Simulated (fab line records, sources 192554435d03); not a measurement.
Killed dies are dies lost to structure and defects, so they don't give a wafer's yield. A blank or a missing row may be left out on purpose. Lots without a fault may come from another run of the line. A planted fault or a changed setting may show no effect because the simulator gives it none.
A struck lot beside a sound one | flow n5_finfet | 27 steps out of a route of 1938
Sound: wafers L161.2, L161.4, L161.6. Struck: wafer L160.3. (L160.4 of the same lot was not struck and is left out.) The cause comes at the end.
At each step with rows: each side's tool, then ch and its chambers, then its first start. Under that, the readings that differ: sound wafers | struck wafers | difference of the means | sigmas: that difference in standard deviations of wafers without a fault.
alike: readings whose means differ by less than 2 such deviations, and words and numbers that are the same on both sides. not compared: withheld readings, readings that some wafer has no value for, bounds like >300 that may hide the same value, and numbers for which the record gives no deviation and whose values overlap.
The two part at a step that has a row with sigmas, a row that says differs or no value, or rows on one side only. Numbers that don't overlap but have no deviation are shown without sigmas and don't part them. A reading that every wafer of one side lacks parts them only if that side has two wafers or more.

first, 9 steps without rows for these wafers: N5_BEOL_M7_DESCUM_33 (chemistry O2, time 7 s); N5_BEOL_M7_ETCH_72 (etches underlayer in N2/H2, target depth 6.5 nm, time 5.2 s); N5_BEOL_M7_ETCH_65 (etches SiARC in CF4, target depth 15.6 nm, time 26 s); N5_BEOL_M7_ETCH_66 (etches SOC in N2/H2, target depth 80 nm, overetch 16 nm, time 120 s); N5_BEOL_M7_STRIP_69 (strips in N2/H2); N5_BEOL_M7_STRIP_73 (strips in N2/H2); N5_BEOL_M7_VIA_ETCH_34 (etches SiCOH lowk in C4F6/O2, target depth 125.5 nm, time 50.5 s); N5_BEOL_M7_STRIP_76 (strips in C4F6/O2); N5_BEOL_M7_STRIP_36 (strips in N2/H2).
N5_BEOL_M7_TRENCH_ETCH_37: etches SiCOH lowk in C4F6/O2, target depth 93.478 nm, time 31.2 s.
  sound on rie_diel-03 ch 1,3, day 15 11:44; struck on rie_diel-01 ch 3, day 14 11:35
  reading                             | sound             | struck | difference | sigmas
  drypump_motor_current_A (A)         | 5.2 5.1 5.1       | 6.1    | +1.0       | +2
  model.BEOL_M7.feature_depth_nm (nm) | 87.6 95.2 95      | 99     | +6         |
  model.etch.depth_nm (nm)            | 87.67 95.18 95.06 | 98.92  | +6.28      |
  alike: oes_product_au, rf_vpp_V, showerhead_plenum_p_Torr, throttle_valve_pct
  not compared: rf_hours_counter_h
then, 15 steps without rows for these wafers: N5_BEOL_M7_ETCH_41 (etches SiCN in CH3F/O2, target depth 31.9 nm, time 57.8 s); N5_BEOL_M7_STRIP_80 (strips in N2/H2, time 10 s); N5_BEOL_M7_HM_STRIP_39 (strips TiN in peroxide tin strip, target depth 25 nm, time 158 s); N5_BEOL_M7_SRD_40 (time 30 s); N5_BEOL_M7_PRECLEAN_42 (cleans in residue remover, time 60 s); N5_BEOL_M7_SRD_43 (time 30 s); N5_BEOL_M7_CURE_75 (cures SiCOH lowk, time 120 s); N5_BEOL_M7_DEGAS_44 (time 60 s); N5_BEOL_M7_PRE_CLEAN_45 (time 30 s); N5_BEOL_M7_ALD_77 (deposits TaN, target thk 2 nm, pulse time 2 s, purge time 3 s); N5_BEOL_M7_SURFACE_TREAT_79; N5_BEOL_M7_CVD_78 (deposits Co from CCTBA/H2, target thk 2 nm, time 142.3 s); N5_BEOL_M7_SPUTTER_48 (material Cu, target thk 10 nm, time 1.667 s); N5_BEOL_M7_ECD_50 (material Cu, target thk 300 nm); N5_BEOL_M7_ANNEAL_51 (time 90 s).
N5_BEOL_M7_CMP_52: polishes, stops on SiCOH lowk, t overpolish 6.9 s, target thk 80 nm.
  sound on cmp-04 ch 1,3, day 15 14:01; struck on cmp-04 ch 0, day 14 14:16
  reading                                | sound          | struck | difference | sigmas
  barrier_field_endpoint_s (s)           | 28.0 29.5 28.9 | 31.1   | +2.3       | +2
  time_to_endpoint_s (s)                 | 59 66 58       | 72     | +11        | +2
  model.Cu_of_BEOL_M7_ECD_50.thk_nm (nm) | 72.8 80.4 80   | 89     | +11        |
  alike: clearing_platen_rpm, motor_current_A, overpolish_run_s
-- the record jumps here: 3 days lie between the struck wafers' starts before and after (it left off in module BEOL_M7 and takes up again in module PASSIVATION, whose first step shown is number 1936 of the route) --
N5_PASSIVATION_PROBE_49:
  sound on prober-02, day 19 00:34; struck on prober-02, day 17 22:15
  reading             | sound    | struck | difference | sigmas
  killed_at_front_end | 63 59 39 | 23     | -31        | -3
  alike: defect_limited_yield, killed_at_M0_to_M3, killed_at_M4_up, killed_at_contacts, killed_at_other, killed_dies, killed_open, killed_short, sort_bin_5_function, sort_bin_6_memory, sort_n_pass, sort_yield_pct

WHERE THEY PART
First at N5_BEOL_M7_TRENCH_ETCH_37; last, within this record, at N5_PASSIVATION_PROBE_49.

WHY: what the simulator had put in
Process parameter drift: rie_diel-01, from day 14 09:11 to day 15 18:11, at N5_BEOL_M7_TRENCH_ETCH_37. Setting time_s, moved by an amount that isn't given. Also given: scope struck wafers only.
